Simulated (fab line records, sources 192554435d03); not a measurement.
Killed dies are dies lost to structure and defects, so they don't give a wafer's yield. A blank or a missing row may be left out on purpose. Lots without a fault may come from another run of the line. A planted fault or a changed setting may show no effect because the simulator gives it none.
fab line records | flow n5_finfet
record lots=24 wafers=72 last_day=17
route steps=1938 shown BEOL_M11@1575 BEOL_M12@1602
lots that met no fault: from a run of the same line without faults
start_h: hours from the record's first day to the start of the lot's first wafer shown | wait_h: hours since the lot's step before | " the same as in the row above | L1.1+2: a row that stands for several wafers | - no value, or no start given | * or withheld: withheld | < > ~ a bound
route shown NAME@n: a module of which the file shows steps, and the number in the route of the first | usual: mean/standard deviation of fault-free wafers | same: alike in all rows | chamber/n: place in a boat | sites: the reading at each site | _std_site: their standard deviation | _edge_site: outer sites' mean less inner sites' | radius_mm: how far each site lies from the wafer's centre | mask NAME#n: copy n | behind: the tool/chamber that last shaped the wafer | hold: why the lot was held/for how many hours/how that ended | device: the transistor (n, p or np) that didn't switch | end of line: the same wafers' tests at the end of the route | a step without rows: its recipe alone | killed: dies lost to structure and defects at the first sort, not the wafer's yield | map: a wafer's dies, x killed, . not, _ none there
set.NAME: the setting as run; set.NAME@STEP: as run at that earlier step | model.NAME: the simulator's own value behind a step, which no gauge read
steps of the route over a sample of lots; a table a step, a row a wafer
services: from which hour (start_h, from the record's first day; less than 0 if before it) a tool's chamber was out of use, for how many hours, and why
## steps
# step N5_BEOL_M11_VIA_ETCH_34
# recipe chemistry=C4F6/O2 target=SiCOH_lowk target_depth_a=1845 mask_material=SOC taper_deg=4 time_s=69.2 ion_energy_ev=250 pressure_mtorr=30 source_w=345 bias_w=185 Ar_flow_sccm=300 C4F6_flow_sccm=10 O2_flow_sccm=10
# usual drypump_motor_current_A=5.8/0.39 oes_product_au=0.78/0.084 rf_vpp_V=666/6.8 showerhead_plenum_p_Torr=2.84/0.1 throttle_valve_pct=20.98/0.21
# columns lot.wafer tool chamber start_h wait_h drypump_motor_current_A oes_product_au rf_hours_counter_h rf_vpp_V showerhead_plenum_p_Torr throttle_valve_pct
L074.4 rie_diel-01 3 228.18 0.0 5.5 0.72 220 664 2.71 20.98
L074.5 " 0 " " 5.3 0.76 - 665 2.85 20.85
L074.6 " 1 " " 5.5 0.71 - 660 2.91 21.02
L075.2 rie_diel-01 2 229.06 0.0 6.1 0.77 148 672 2.86 21.27
L075.3 " 3 " " 5.4 0.72 220 664 2.71 20.98
L075.5 " 2 " " 6.1 0.77 - 671 2.86 21.28
L076.2 rie_diel-05 1 230.37 0.0 6.1 0.73 188 665 2.95 21.15
L076.4 " 0 " " 5.9 0.84 70 678 2.78 20.70
L076.5 " 0 " " 5.9 0.84 - 680 2.78 20.70
L077.1 rie_diel-01 2 235.91 0.0 6.1 0.78 150 671 2.86 21.28
L077.2 " 1 " " 5.5 0.70 238 660 2.91 21.02
L077.6 " 0 " " 5.2 0.77 - 667 2.85 20.86
L078.1 rie_diel-01 0 247.90 0.0 5.3 0.77 147 665 2.85 20.87
L078.3 " 3 " " 5.5 0.71 226 663 2.71 20.98
L078.6 " 2 " " 6.1 0.77 - 669 2.86 21.28
L079.1 rie_diel-05 0 253.98 0.0 5.9 0.81 78 678 2.77 20.71
L079.2 " 2 " " 6.4 0.96 0 665 3.02 20.92
L079.5 " 0 " " 5.9 0.82 - 679 2.77 20.72
L083.3 rie_diel-01 1 269.63 0.0 5.6 0.70 248 660 2.90 21.03
L083.4 " 2 " " 6.1 0.75 159 672 2.86 21.30
L083.5 " 3 " " 5.4 0.72 - 664 2.70 21.00
L081.3 rie_diel-05 0 271.42 0.0 5.9 0.81 84 679 2.77 20.70
L081.5 " 3 " " 5.3 0.71 - 656 2.71 21.19
L081.6 " 0 " " 5.9 0.81 - 678 2.77 20.70
L082.1 rie_diel-01 3 275.87 0.0 5.5 0.72 234 664 2.70 21.00
L082.4 " 3 " " 5.4 0.71 - 663 2.70 21.02
L082.5 " 0 " " 5.3 0.75 - 666 2.85 20.88
L080.1 rie_diel-05 1 280.84 0.0 6.1 0.71 204 666 2.94 21.19
L080.5 " 2 " " 6.3 0.91 - 666 3.01 20.95
L080.6 " 3 " " 5.2 0.70 - 657 2.71 21.21
L084.1 rie_diel-05 0 290.91 0.0 5.9 0.81 88 679 2.77 20.72
L084.2 " 3 " " 5.2 0.70 230 657 2.71 21.19
L084.6 " 2 " " 6.4 0.92 - 665 3.01 20.95
L085.3 rie_diel-05 1 291.43 0.0 6.1 0.71 206 666 2.94 21.17
L085.4 " 3 " " 5.2 0.69 230 656 2.71 21.20
L085.5 " 1 " " 6.1 0.71 - 667 2.94 21.19
L087.1 rie_diel-05 0 297.79 0.0 5.9 0.80 91 679 2.77 20.74
L087.2 " 2 " " 6.4 0.91 13 664 3.01 20.95
L087.3 " 1 " " 6.1 0.71 209 666 2.94 21.18
L086.1 rie_diel-01 2 298.68 0.0 6.1 0.76 170 671 2.85 21.30
L086.2 " 3 " " 5.5 0.71 243 662 2.70 21.00
L086.5 " 3 " " 5.5 0.71 - 663 2.70 21.03
L088.1 rie_diel-01 1 307.45 0.0 5.6 1.00 3 659 2.90 20.65
L088.2 " 3 " " 5.5 0.71 246 663 2.70 21.03
L088.6 " 1 " " 5.5 0.99 - 661 2.90 20.67
L091.1 rie_diel-01 0 323.79 0.0 5.3 0.73 175 665 2.84 20.91
L091.2 " 1 " " 5.5 0.97 11 659 2.89 20.67
L091.3 " 2 " " 6.1 0.74 176 671 2.85 21.31
L089.1 rie_diel-06 0 331.76 0.0 5.8 0.75 169 653 2.72 20.60
L089.2 " 2 " " 5.9 0.92 18 675 2.79 20.90
L089.4 " 3 " " 6.0 0.85 61 672 2.78 20.86
L090.3 rie_diel-05 1 331.92 0.0 6.1 0.70 220 666 2.93 21.20
L090.5 " 0 " " 5.9 0.79 - 679 2.76 20.75
L090.6 " 3 " " 5.2 0.69 - 657 2.70 21.20
L093.2 rie_diel-01 2 332.12 0.0 6.1 0.74 178 671 2.85 21.29
L093.3 " 0 " " 5.3 0.72 177 665 2.84 20.91
L093.4 " 2 " " 6.1 0.74 - 670 2.85 21.32
L092.2 rie_diel-06 2 334.41 0.0 5.8 0.92 19 675 2.79 20.91
L092.4 " 3 " " 6.0 0.84 62 671 2.78 20.88
L092.6 " 0 " " 5.8 0.75 - 653 2.72 20.60
L094.4 rie_diel-05 1 344.57 0.0 6.1 0.70 224 665 2.93 21.22
L094.5 " 3 " " 5.2 0.69 - 658 2.70 21.21
L094.6 " 2 " " 6.3 0.88 - 665 3.00 20.98
L095.1 rie_diel-01 0 350.17 0.0 5.2 0.73 184 667 2.83 20.93
L095.4 " 0 " " 5.2 0.72 - 666 2.84 20.93
L095.5 " 2 " " 6.1 0.75 - 671 2.85 21.32
L096.1 rie_diel-06 3 350.45 0.0 6.0 0.84 66 672 2.78 20.86
L096.2 " 2 " " 5.9 0.91 23 674 2.79 20.91
L096.5 " 3 " " 6.0 0.84 - 672 2.78 20.88
L097.2 rie_diel-05 3 355.56 0.0 5.2 0.69 248 657 2.70 21.21
L097.3 " 0 " " 5.9 0.79 109 679 2.76 20.75
L097.4 " 1 " " 6.1 0.71 228 667 2.93 21.22
# step N5_BEOL_M11_TRENCH_ETCH_37
# recipe chemistry=C4F6/O2 target_depth_a=1488.3 target=SiCOH_lowk time_s=48 ion_energy_ev=250 pressure_mtorr=30 source_w=345 bias_w=185 Ar_flow_sccm=300 C4F6_flow_sccm=10 O2_flow_sccm=10
# usual drypump_motor_current_A=5.8/0.39 oes_product_au=0.78/0.085 rf_vpp_V=666/6.8 showerhead_plenum_p_Torr=2.84/0.1 throttle_valve_pct=21.01/0.2
# columns lot.wafer tool chamber start_h wait_h drypump_motor_current_A oes_product_au rf_hours_counter_h rf_vpp_V showerhead_plenum_p_Torr throttle_valve_pct
L074.4 rie_diel-01 3 - - 5.5 0.71 220 665 2.71 21.00
L074.5 " 0 " " 5.2 0.75 - 665 2.86 20.89
L074.6 " 1 " " 5.5 0.70 - 660 2.91 21.05
L075.2 rie_diel-01 2 - - 6.1 0.78 148 671 2.86 21.30
L075.3 " 3 " " 5.4 0.72 220 661 2.71 21.00
L075.5 " 2 " " 6.1 0.78 - 670 2.86 21.29
L076.2 rie_diel-05 1 - - 6.1 0.72 188 665 2.95 21.18
L076.4 " 0 " " 5.9 0.83 70 678 2.78 20.73
L076.5 " 0 " " 5.9 0.83 - 679 2.78 20.73
L077.1 rie_diel-01 2 - - 6.1 0.77 150 671 2.86 21.31
L077.2 " 1 " " 5.5 0.70 238 660 2.91 21.02
L077.6 " 0 " " 5.3 0.76 - 667 2.85 20.88
L078.1 rie_diel-01 0 - - 5.3 0.76 147 666 2.85 20.89
L078.3 " 3 " " 5.5 0.72 226 663 2.71 21.02
L078.6 " 2 " " 6.1 0.77 - 671 2.86 21.32
L079.1 rie_diel-05 0 - - 5.9 0.82 78 679 2.77 20.73
L079.2 " 2 " " 6.4 0.96 0 665 3.02 20.96
L079.5 " 0 " " 5.9 0.81 - 679 2.77 20.75
L083.3 rie_diel-01 1 - - 5.5 0.71 248 661 2.90 21.07
L083.4 " 2 " " 6.1 0.77 159 671 2.86 21.32
L083.5 " 3 " " 5.5 0.71 - 663 2.70 21.04
L081.3 rie_diel-05 0 - - 5.9 0.82 84 679 2.77 20.74
L081.5 " 3 " " 5.2 0.70 - 657 2.71 21.23
L081.6 " 0 " " 5.9 0.81 - 678 2.77 20.75
L082.1 rie_diel-01 3 - - 5.5 0.70 234 662 2.70 21.03
L082.4 " 3 " " 5.5 0.71 - 663 2.70 21.03
L082.5 " 0 " " 5.3 0.75 - 665 2.85 20.90
L080.1 rie_diel-05 1 - - 6.1 0.71 204 666 2.94 21.20
L080.5 " 2 " " 6.4 0.92 - 664 3.01 20.98
L080.6 " 3 " " 5.2 0.70 - 657 2.71 21.22
L084.1 rie_diel-05 0 - - 5.9 0.82 88 678 2.77 20.75
L084.2 " 3 " " 5.2 0.70 230 657 2.71 21.22
L084.6 " 2 " " 6.3 0.92 - 664 3.01 20.99
L085.3 rie_diel-05 1 - - 6.1 0.71 206 666 2.94 21.20
L085.4 " 3 " " 5.2 0.70 230 656 2.71 21.24
L085.5 " 1 " " 6.1 0.71 - 665 2.94 21.22
L087.1 rie_diel-05 0 - - 5.9 0.81 91 679 2.77 20.76
L087.2 " 2 " " 6.3 0.91 13 665 3.01 20.99
L087.3 " 1 " " 6.1 0.72 209 665 2.94 21.22
L086.1 rie_diel-01 2 - - 6.1 0.76 170 671 2.85 21.32
L086.2 " 3 " " 5.5 0.69 243 662 2.70 21.04
L086.5 " 3 " " 5.5 0.70 - 662 2.70 21.03
L088.1 rie_diel-01 1 - - 5.5 0.99 3 659 2.90 20.68
L088.2 " 3 " " 5.5 0.70 246 663 2.70 21.04
L088.6 " 1 " " 5.5 0.99 - 660 2.90 20.69
L091.1 rie_diel-01 0 - - 5.3 0.73 175 665 2.84 20.94
L091.2 " 1 " " 5.5 0.96 11 658 2.89 20.70
L091.3 " 2 " " 6.1 0.74 176 671 2.85 21.35
L089.1 rie_diel-06 0 - - 5.8 0.74 169 652 2.72 20.63
L089.2 " 2 " " 5.9 0.91 18 674 2.79 20.93
L089.4 " 3 " " 6.0 0.84 61 670 2.78 20.89
L090.3 rie_diel-05 1 - - 6.1 0.71 220 665 2.93 21.23
L090.5 " 0 " " 5.9 0.80 - 679 2.76 20.77
L090.6 " 3 " " 5.2 0.69 - 656 2.70 21.23
L093.2 rie_diel-01 2 - - 6.1 0.74 178 671 2.85 21.33
L093.3 " 0 " " 5.2 0.73 178 666 2.84 20.94
L093.4 " 2 " " 6.1 0.75 - 671 2.85 21.32
L092.2 rie_diel-06 2 - - 5.9 0.91 19 674 2.79 20.92
L092.4 " 3 " " 6.0 0.85 62 672 2.78 20.91
L092.6 " 0 " " 5.8 0.74 - 652 2.72 20.64
L094.4 rie_diel-05 1 - - 6.1 0.70 224 665 2.93 21.23
L094.5 " 3 " " 5.2 0.68 - 657 2.70 21.24
L094.6 " 2 " " 6.3 0.88 - 665 3.00 21.01
L095.1 rie_diel-01 0 - - 5.2 0.73 184 665 2.84 20.93
L095.4 " 0 " " 5.2 0.72 - 665 2.83 20.94
L095.5 " 2 " " 6.1 0.74 - 671 2.85 21.34
L096.1 rie_diel-06 3 - - 6.0 0.84 67 673 2.78 20.91
L096.2 " 2 " " 5.9 0.91 23 674 2.79 20.94
L096.5 " 3 " " 6.0 0.84 - 671 2.78 20.92
L097.2 rie_diel-05 3 - - 5.3 0.69 248 658 2.70 21.25
L097.3 " 0 " " 5.9 0.79 109 679 2.76 20.78
L097.4 " 1 " " 6.1 0.70 229 665 2.93 21.24
# step N5_BEOL_M11_ETCH_41
# recipe chemistry=CH3F/O2 target=SiCN target_depth_a=426 taper_deg=2 time_s=86 ion_energy_ev=120 mask_material=TiN pressure_mtorr=30 source_w=395 bias_w=75 Ar_flow_sccm=150 CH3F_flow_sccm=30 O2_flow_sccm=20
# usual drypump_motor_current_A=5.8/0.39 oes_product_au=0.78/0.084 rf_vpp_V=297.2/1.8 showerhead_plenum_p_Torr=1.99/0.075 throttle_valve_pct=16.40/0.21
# columns lot.wafer tool chamber start_h wait_h drypump_motor_current_A oes_product_au rf_hours_counter_h rf_vpp_V showerhead_plenum_p_Torr throttle_valve_pct
L074.4 rie_diel-01 3 - - 5.5 0.73 220 296.0 1.90 16.44
L074.5 " 0 " " 5.2 0.76 - 297.5 2.01 16.27
L074.6 " 1 " " 5.5 0.71 - 298.9 2.05 16.53
L075.2 rie_diel-01 2 - - 6.1 0.78 148 297.9 2.01 16.65
L075.3 " 3 " " 5.4 0.72 220 295.1 1.90 16.43
L075.5 " 2 " " 6.1 0.77 - 296.9 2.01 16.64
L076.2 rie_diel-05 1 - - 6.1 0.73 188 298.3 2.07 16.58
L076.4 " 0 " " 5.9 0.84 70 296.2 1.95 16.09
L076.5 " 0 " " 5.9 0.84 - 295.9 1.95 16.09
L077.1 rie_diel-01 2 - - 6.1 0.78 150 296.6 2.01 16.67
L077.2 " 1 " " 5.5 0.71 238 298.3 2.05 16.53
L077.6 " 0 " " 5.2 0.76 - 297.5 2.01 16.28
L078.1 rie_diel-01 0 - - 5.3 0.75 147 296.9 2.00 16.29
L078.3 " 3 " " 5.4 0.71 226 293.6 1.90 16.46
L078.6 " 2 " " 6.1 0.78 - 297.8 2.01 16.67
L079.1 rie_diel-05 0 - - 5.9 0.83 78 296.5 1.94 16.11
L079.2 " 2 " " 6.3 0.96 0 300.9 2.13 16.29
L079.5 " 0 " " 5.9 0.82 - 297.2 1.94 16.11
L083.3 rie_diel-01 1 - - 5.5 0.70 248 297.7 2.04 16.55
L083.4 " 2 " " 6.1 0.77 159 298.6 2.01 16.69
L083.5 " 3 " " 5.5 0.71 - 297.0 1.89 16.45
L081.3 rie_diel-05 0 - - 5.9 0.81 84 296.6 1.94 16.10
L081.5 " 3 " " 5.2 0.69 - 295.2 1.90 16.64
L081.6 " 0 " " 5.9 0.82 - 295.2 1.94 16.11
L082.1 rie_diel-01 3 - - 5.5 0.71 234 294.3 1.89 16.46
L082.4 " 3 " " 5.4 0.71 - 295.2 1.89 16.45
L082.5 " 0 " " 5.2 0.76 - 296.9 2.00 16.30
L080.1 rie_diel-05 1 - - 6.1 0.71 204 298.3 2.07 16.62
L080.5 " 2 " " 6.4 0.91 - 300.7 2.12 16.32
L080.6 " 3 " " 5.2 0.70 - 294.7 1.90 16.62
L084.1 rie_diel-05 0 - - 5.9 0.81 88 296.7 1.94 16.14
L084.2 " 3 " " 5.2 0.70 230 294.4 1.90 16.64
L084.6 " 2 " " 6.3 0.91 - 299.6 2.12 16.31
L085.3 rie_diel-05 1 - - 6.1 0.71 206 298.1 2.07 16.62
L085.4 " 3 " " 5.2 0.70 230 295.1 1.90 16.62
L085.5 " 1 " " 6.1 0.71 - 299.8 2.07 16.60
L087.1 rie_diel-05 0 - - 5.9 0.81 91 295.9 1.94 16.14
L087.2 " 2 " " 6.3 0.91 13 298.3 2.12 16.31
L087.3 " 1 " " 6.1 0.72 209 299.5 2.07 16.60
L086.1 rie_diel-01 2 - - 6.1 0.75 170 297.9 2.00 16.70
L086.2 " 3 " " 5.5 0.70 243 294.0 1.89 16.48
L086.5 " 3 " " 5.5 0.70 - 297.3 1.89 16.46
L088.1 rie_diel-01 1 - - 5.5 0.99 4 300.3 2.04 16.06
L088.2 " 3 " " 5.4 0.70 246 295.0 1.89 16.48
L088.6 " 1 " " 5.5 0.99 - 297.9 2.04 16.07
L091.1 rie_diel-01 0 - - 5.3 0.73 175 297.6 1.99 16.35
L091.2 " 1 " " 5.5 0.95 11 298.0 2.04 16.09
L091.3 " 2 " " 6.1 0.75 176 298.5 2.00 16.71
L089.1 rie_diel-06 0 - - 5.8 0.74 169 295.7 1.91 16.08
L089.2 " 2 " " 5.9 0.91 18 297.3 1.96 16.25
L089.4 " 3 " " 5.9 0.85 61 295.8 1.95 16.25
L090.3 rie_diel-05 1 - - 6.1 0.70 220 298.0 2.06 16.64
L090.5 " 0 " " 5.9 0.80 - 295.7 1.94 16.15
L090.6 " 3 " " 5.3 0.69 - 294.5 1.89 16.66
L093.2 rie_diel-01 2 - - 6.1 0.74 178 298.4 2.00 16.71
L093.3 " 0 " " 5.3 0.72 178 298.4 1.99 16.34
L093.4 " 2 " " 6.1 0.75 - 296.0 2.00 16.72
L092.2 rie_diel-06 2 - - 5.9 0.93 19 296.1 1.96 16.24
L092.4 " 3 " " 5.9 0.86 62 297.3 1.95 16.25
L092.6 " 0 " " 5.8 0.75 - 296.3 1.91 16.10
L094.4 rie_diel-05 1 - - 6.1 0.70 224 298.0 2.06 16.66
L094.5 " 3 " " 5.2 0.69 - 295.3 1.89 16.67
L094.6 " 2 " " 6.3 0.88 - 299.3 2.12 16.35
L095.1 rie_diel-01 0 - - 5.2 0.72 184 296.4 1.99 16.36
L095.4 " 0 " " 5.2 0.71 - 298.4 1.99 16.35
L095.5 " 2 " " 6.0 0.73 - 298.1 2.00 16.73
L096.1 rie_diel-06 3 - - 6.0 0.85 67 297.3 1.95 16.25
L096.2 " 2 " " 5.9 0.91 23 295.2 1.96 16.26
L096.5 " 3 " " 6.0 0.85 - 295.9 1.95 16.25
L097.2 rie_diel-05 3 - - 5.2 0.69 248 294.9 1.89 16.68
L097.3 " 0 " " 5.9 0.80 109 296.3 1.93 16.16
L097.4 " 1 " " 6.1 0.70 229 299.7 2.06 16.66
# step N5_BEOL_M11_SURFACE_TREAT_76
# recipe gas=Ar time_s=* ion_energy_ev=* ion_current_ma_cm2=0.5 pressure_mtorr=* ar_flow_sccm=30
# usual throttle_valve_pct=*
# columns lot.wafer tool chamber start_h wait_h throttle_valve_pct
L074.4 pvd_sputter-03 - 231.21 0.4 *
L074.5 " - " " *
L074.6 " - " " *
L075.2 pvd_sputter-03 - 231.25 0.3 *
L075.3 " - " " *
L075.5 " - " " *
L076.2 pvd_sputter-02 - 232.43 0.3 *
L076.4 " - " " *
L076.5 " - " " *
L077.1 pvd_sputter-03 - 239.79 0.2 *
L077.2 " - " " *
L077.6 " - " " *
L078.1 pvd_sputter-03 - 250.02 0.2 *
L078.3 " - " " *
L078.6 " - " " *
L079.1 pvd_sputter-01 - 255.59 0.3 *
L079.2 " - " " *
L079.5 " - " " *
L083.3 pvd_sputter-01 - 270.99 0.2 *
L083.4 " - " " *
L083.5 " - " " *
L081.3 pvd_sputter-01 - 273.09 0.4 *
L081.5 " - " " *
L081.6 " - " " *
L082.1 pvd_sputter-02 - 277.27 0.3 *
L082.4 " - " " *
L082.5 " - " " *
L080.1 pvd_sputter-01 - 282.39 0.2 *
L080.5 " - " " *
L080.6 " - " " *
L084.1 pvd_sputter-03 - 292.26 0.2 *
L084.2 " - " " *
L084.6 " - " " *
L085.3 pvd_sputter-03 - 292.84 0.2 *
L085.4 " - " " *
L085.5 " - " " *
L087.1 pvd_sputter-02 - 299.07 0.2 *
L087.2 " - " " *
L087.3 " - " " *
L086.1 pvd_sputter-01 - 300.10 0.2 *
L086.2 " - " " *
L086.5 " - " " *
L088.1 pvd_sputter-03 - 308.90 0.2 *
L088.2 " - " " *
L088.6 " - " " *
L091.1 pvd_sputter-01 - 326.09 0.6 *
L091.2 " - " " *
L091.3 " - " " *
L089.1 pvd_sputter-02 - 333.06 0.2 *
L089.2 " - " " *
L089.4 " - " " *
L090.3 pvd_sputter-02 - 333.66 0.6 *
L090.5 " - " " *
L090.6 " - " " *
L093.2 pvd_sputter-03 - 334.97 0.2 *
L093.3 " - " " *
L093.4 " - " " *
L092.2 pvd_sputter-02 - 336.20 0.3 *
L092.4 " - " " *
L092.6 " - " " *
L094.4 pvd_sputter-02 - 345.80 0.2 *
L094.5 " - " " *
L094.6 " - " " *
L095.1 pvd_sputter-02 - 351.92 0.6 *
L095.4 " - " " *
L095.5 " - " " *
L096.1 pvd_sputter-02 - 352.36 0.2 *
L096.2 " - " " *
L096.5 " - " " *
L097.2 pvd_sputter-01 - 358.68 0.2 *
L097.3 " - " " *
L097.4 " - " " *
# step N5_BEOL_M12_ILD_DEP_00
# recipe material=SiOC target_thk_a=6589.2 temp_c=350 precursor=DEMS/O2 pressure_torr=5 rf_w=500 time_s=130.7
# usual heater_power_w=458/76 showerhead_plenum_p_Torr=5.691/0.013 throttle_valve_pct=12.1/0.55
# columns lot.wafer tool chamber start_h wait_h heater_power_w showerhead_plenum_p_Torr throttle_valve_pct
L075.2 pecvd-04 0 233.16 0.0 515 5.678 12.4
L075.3 " 1 " " 503 5.661 12.1
L075.5 " 0 " " 532 5.691 12.7
L074.4 pecvd-03 2 233.44 0.1 394 5.708 11.4
L074.5 " 0 " " 571 5.691 11.7
L074.6 " 1 " " 545 5.702 13.9
L076.2 pecvd-01 1 234.40 0.0 519 5.695 11.8
L076.4 " 0 " " 404 5.666 11.8
L076.5 " 2 " " 372 5.666 11.9
L077.1 pecvd-01 2 241.73 0.0 350 5.674 11.7
L077.2 " 1 " " 503 5.712 11.7
L077.6 " 0 " " 362 5.683 12.2
L078.1 pecvd-01 2 252.52 0.0 363 5.687 11.8
L078.3 " 1 " " 441 5.689 11.8
L078.6 " 2 " " 372 5.685 12.1
L079.1 pecvd-04 0 257.20 0.0 421 5.698 12.2
L079.2 " 2 " " 336 5.706 11.5
L079.5 " 1 " " 589 5.684 12.2
L083.3 pecvd-04 2 272.24 0.0 376 5.708 11.9
L083.4 " 2 " " 405 5.701 11.8
L083.5 " 1 " " 620 5.682 12.1
L081.3 pecvd-04 1 274.90 0.0 577 5.692 11.9
L081.5 " 2 " " 327 5.701 11.8
L081.6 " 0 " " 523 5.691 12.6
L082.1 pecvd-01 0 278.56 0.0 442 5.692 12.0
L082.4 " 1 " " 472 5.705 11.7
L082.5 " 0 " " 355 5.679 11.9
L080.1 pecvd-04 2 284.01 0.0 415 5.711 12.1
L080.5 " 2 " " 345 5.709 11.9
L080.6 " 0 " " 500 5.685 12.4
L084.1 pecvd-04 2 294.28 0.0 366 5.704 11.9
L084.2 " 0 " " 473 5.694 12.5
L084.6 " 2 " " 388 5.695 11.7
L085.3 pecvd-01 2 294.72 0.0 376 5.682 12.2
L085.4 " 1 " " 429 5.689 11.6
L085.5 " 2 " " 360 5.692 11.7
L087.1 pecvd-01 1 300.40 0.0 492 5.697 11.5
L087.2 " 2 " " 339 5.696 12.0
L087.3 " 0 " " 438 5.680 12.1
L086.1 pecvd-01 0 301.47 0.0 350 5.667 12.0
L086.2 " 1 " " 498 5.692 11.3
L086.5 " 1 " " 525 5.703 11.6
L088.1 pecvd-01 0 310.27 0.0 359 5.680 11.9
L088.2 " 2 " " 376 5.690 12.2
L088.6 " 2 " " 370 5.686 12.1
L091.1 pecvd-01 0 327.63 0.0 447 5.691 12.1
L091.2 " 1 " " 532 5.695 11.7
L091.3 " 2 " " 340 5.692 12.1
L089.1 pecvd-03 2 334.71 0.0 476 5.707 11.7
L089.2 " 0 " " 471 5.696 11.9
L089.4 " 0 " " 514 5.704 11.8
L090.3 pecvd-04 0 335.45 0.0 460 5.676 12.5
L090.5 " 1 " " 539 5.679 12.0
L090.6 " 0 " " 486 5.702 12.2
L093.2 pecvd-03 2 336.40 0.0 404 5.721 11.7
L093.3 " 0 " " 574 5.702 11.9
L093.4 " 2 " " 434 5.706 11.7
L092.2 pecvd-03 2 337.68 0.0 487 5.701 11.6
L092.4 " 0 " " 485 5.699 11.8
L092.6 " 1 " " 524 5.698 13.7
L094.4 pecvd-01 1 347.31 0.1 517 5.702 11.7
L094.5 " 0 " " 352 5.682 12.0
L094.6 " 2 " " 297 5.682 12.1
L095.1 pecvd-03 0 353.61 0.0 524 5.698 12.1
L095.4 " 0 " " 549 5.701 12.1
L095.5 " 2 " " 400 5.696 11.8
L096.1 pecvd-04 0 353.85 0.0 445 5.705 12.3
L096.2 " 1 " " 604 5.686 12.0
L096.5 " 0 " " 503 5.670 12.6
L097.2 pecvd-01 2 360.01 0.0 332 5.680 12.3
L097.3 " 1 " " 514 5.690 11.6
L097.4 " 1 " " 541 5.700 11.6
# step N5_BEOL_M12_INSPECT_12
# recipe mode=adi inspect_instrument=macro
# usual raw_defect_count=1.9/1.4
# columns lot.wafer tool chamber start_h wait_h raw_defect_count
L075.2 defect_inspect-02 - 233.77 0.0 2
L075.3 " - " " 3
L075.5 " - " " 1
L074.4 defect_inspect-01 - 234.00 0.0 2
L074.5 " - " " 0
L074.6 " - " " 1
L076.2 defect_inspect-01 - 235.01 0.0 0
L076.4 " - " " 3
L076.5 " - " " 3
L077.1 defect_inspect-02 - 242.22 0.0 1
L077.2 " - " " 3
L077.6 " - " " 3
L078.1 defect_inspect-01 - 253.01 0.0 4
L078.3 " - " " 1
L078.6 " - " " 0
L079.1 defect_inspect-01 - 257.69 0.0 1
L079.2 " - " " 0
L079.5 " - " " 3
L083.3 defect_inspect-02 - 272.86 0.0 3
L083.4 " - " " 1
L083.5 " - " " 2
L081.3 defect_inspect-01 - 275.51 0.0 3
L081.5 " - " " 0
L081.6 " - " " 1
L082.1 defect_inspect-02 - 279.17 0.0 2
L082.4 " - " " 1
L082.5 " - " " 0
L080.1 defect_inspect-02 - 284.63 0.0 0
L080.5 " - " " 3
L080.6 " - " " 1
L084.1 defect_inspect-02 - 294.90 0.0 4
L084.2 " - " " 0
L084.6 " - " " 3
L085.3 defect_inspect-02 - 295.33 0.0 1
L085.4 " - " " 3
L085.5 " - " " 6
L087.1 defect_inspect-02 - 300.88 0.0 0
L087.2 " - " " 6
L087.3 " - " " 3
L086.1 defect_inspect-02 - 301.96 0.0 0
L086.2 " - " " 2
L086.5 " - " " 1
L088.1 defect_inspect-01 - 310.77 0.0 1
L088.2 " - " " 0
L088.6 " - " " 2
L091.1 defect_inspect-02 - 328.24 0.0 1
L091.2 " - " " 1
L091.3 " - " " 0
L089.1 defect_inspect-02 - 335.20 0.0 1
L089.2 " - " " 1
L089.4 " - " " 3
L090.3 defect_inspect-02 - 335.94 0.0 3
L090.5 " - " " 6
L090.6 " - " " 4
L093.2 defect_inspect-02 - 337.01 0.0 1
L093.3 " - " " 3
L093.4 " - " " 4
L092.2 defect_inspect-02 - 338.30 0.0 6
L092.4 " - " " 0
L092.6 " - " " 2
L094.4 defect_inspect-02 - 347.76 0.0 1
L094.5 " - " " 2
L094.6 " - " " 2
L095.1 defect_inspect-02 - 354.22 0.0 2
L095.4 " - " " 2
L095.5 " - " " 5
L096.1 defect_inspect-01 - 354.52 0.0 3
L096.2 " - " " 0
L096.5 " - " " 3
L097.2 defect_inspect-01 - 360.62 0.0 2
L097.3 " - " " 1
L097.4 " - " " 0
## services
# columns tool chamber start_h hours kind
rie_diel-06 1 212.61 5.3 repair
pecvd-01 - 217.42 3.1 repair
rie_diel-05 2 235.25 4.6 repair
rie_diel-05 2 240.09 - clean
rie_diel-05 2 240.09 - consumable_replace:focus_ring
rie_diel-05 2 240.09 - consumable_replace:showerhead
rie_diel-05 2 240.09 13.4 scheduled_down
rie_diel-05 2 240.09 13.4 vent_cycle
pecvd-03 - 243.56 0.8 repair
rie_diel-06 2 246.36 - clean
rie_diel-06 2 246.36 - consumable_replace:focus_ring
rie_diel-01 1 274.03 - clean
rie_diel-01 1 274.03 - consumable_replace:focus_ring
rie_diel-01 1 274.03 22.8 scheduled_down
rie_diel-01 1 274.03 22.8 vent_cycle
pecvd-03 2 281.75 5.9 repair
pecvd-03 1 300.38 - calibration
rie_diel-01 3 321.09 3.5 repair
rie_diel-05 0 345.96 4.0 repair
pecvd-01 0 352.32 2.8 repair
pecvd-01 1 352.88 5.5 scheduled_down
pecvd-04 2 353.26 16.5 scheduled_down
## key
fault none
